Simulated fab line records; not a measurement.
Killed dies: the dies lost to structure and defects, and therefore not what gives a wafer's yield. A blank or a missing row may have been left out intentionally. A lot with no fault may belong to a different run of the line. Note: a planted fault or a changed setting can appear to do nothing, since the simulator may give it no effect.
8D (eight disciplines) problem report, filled in by code :: flow n5 finfet :: the parts of the form that need people (team, actions taken, sign-off) are left out

## 1. WHAT IS WRONG
Mean of overpolish run s at N5_BEOL_M1_CMP_52: 0.034 s across 5 wafers in 2 lots; on wafers with no fault it is 6.799 s (standard deviation 0.0082). So: -99 or more standard deviations from the usual mean.
The step: polishes, stops on SiOC, t overpolish 6.8 s, target thk 40 nm.
First observed at day 7 17:25: wafer L998.1, on cmp-02. The record holds 29 wafers of 10 lots with a number at this step. By rule, "out" or "out of limits" means more than 4 standard deviations away from the usual mean. The other wafers with a number count as sound.

## 2. WHAT IT IS AND WHAT IT IS NOT
question: which readings at this step
is: overpolish run s, barrier field endpoint s, head pressure psi
is not: slurry filter dp kPa, time to endpoint s

question: which lots
is: L100, L998
is not: L102, L106, L109, L111, L113, L115, L116, L994

question: which wafers of those lots
is: all that have a number
is not: -

question: read on which tools
is: cmp-02
is not: cmp-03, cmp-04

question: when
is: from day 7 17:25
is not: up to then (3 sound wafers); but 21 sound wafers of L102, L106, L109, L111, L113, L115, L116 came after

## 3. THE SUSPECTS, EACH WITH WHAT RULES IT OUT
Counting: any tool at a process step up to the reading is kept as a suspect provided that every lot that is out went through it and no sound lot did after the first of them.
- cmp-02 at N5_BEOL_M1_CMP_52 (polishes, stops on SiOC, t overpolish 6.8 s, target thk 40 nm): kept. It ran every lot that is out, first L998 (day 7 17:25), and no sound lot after that. On those wafers its own readings are out: barrier field endpoint s, head pressure psi, overpolish run s.
After counting, what remains is cmp-02 at N5_BEOL_M1_CMP_52.

## 4. THE CAUSE (what the simulator had put in)
Process parameter drift: cmp-02, from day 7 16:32 on, at N5_BEOL_M1_CMP_52. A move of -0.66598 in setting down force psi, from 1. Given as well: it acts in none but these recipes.
Only this tool survived the counting.

## 5. THE CHAIN OF EFFECTS, in route order
Rows list readings where the struck wafers' mean (over those with a number) sits beyond 3 standard deviations from the usual. Only readings for which the record gives a usual standard deviation are gone through. hours: the time from each lot's start at the first step in this table that gives one to its start at this step, as a median over the lots. sigmas: the change in usual standard deviations.
hours: 0
step: N5_BEOL_M1_CMP_52
reading: barrier field endpoint s
usual: 24.7 s
on struck wafers: 41.1
change: +16.4
sigmas: +28

hours: 0
step: N5_BEOL_M1_CMP_52
reading: head pressure psi
usual: 1.0001 psi
on struck wafers: 0.3347
change: -0.6654
sigmas: -99 or more

hours: 0
step: N5_BEOL_M1_CMP_52
reading: overpolish run s
usual: 6.799 s
on struck wafers: 0.034
change: -6.765
sigmas: -99 or more
Here are the process steps it includes:
- N5_BEOL_M1_CMP_52: polishes, stops on SiOC, t overpolish 6.8 s, target thk 40 nm.
At these later measuring or inspecting steps, every struck wafer for which the step has a row has a number for every such reading, and none has moved that far: N5_BEOL_M4_RC_MEAS_101.

## 6. HOW IT WOULD HAVE BEEN CAUGHT EARLIER
In this record the first reading out of limits was taken at day 7 17:25, 1 hour after the fault began at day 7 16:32.
